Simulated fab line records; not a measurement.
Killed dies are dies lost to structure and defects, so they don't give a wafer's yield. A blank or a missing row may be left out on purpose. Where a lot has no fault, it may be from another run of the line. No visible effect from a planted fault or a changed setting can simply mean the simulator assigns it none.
Matching of chambers | flow n5 finfet | ald metal-02 running N5_BEOL_M4_ALD_84: 4 sister chambers
The step deposits TaN, pulse time 2 s, purge time 3 s, co reactant purge time 2 s. 4 wafers are shown with their chamber, then 11 later ones without.

WAFERS PAIRED WITH THEIR CHAMBERS
wafer  | chamber | heater power w (W)
L087.6 | 0       | 415
L088.5 | 2       | 456
L088.6 | 3       | 407
L091.1 | 1       | 388

WAFERS WITHOUT THEIR CHAMBER
wafer  | heater power w (W)
L091.2 | 449
L091.4 | 415
L092.1 | 406
L092.4 | 454
L092.5 | 458
L095.1 | 385
L095.2 | 406
L095.3 | 417
L097.2 | 417
L097.4 | 452
L097.6 | 384

THE CHAMBER EACH PASSED THROUGH
wafer  | from the rows above | in truth
L091.2 | 2                   | 2
L091.4 | 0                   | 0
L092.1 | 3                   | 3
L092.4 | 2                   | 2
L092.5 | 2                   | 2
L095.1 | 1                   | 1
L095.2 | 3                   | 3
L095.3 | 0                   | 0
L097.2 | 0                   | 0
L097.4 | 2                   | 2
L097.6 | 1                   | 1
Placed correctly: 11 of 11. From these rows, 0 cannot be placed. 0 placed wrongly.
How it was worked out, from the rows above alone: a wafer's distance from a chamber is the root of the sum, over the readings, of the square of ((its reading less the chamber's mean) divided by the reading's scatter). If the next closest chamber is less than 2 further off than the closest, the wafer can't be placed; otherwise it belongs to the closest. A chamber's mean is the mean of its shown wafers. The scatter: with one shown wafer a chamber, the root of the mean of the squares of how far each hidden wafer lies from its nearest shown one.
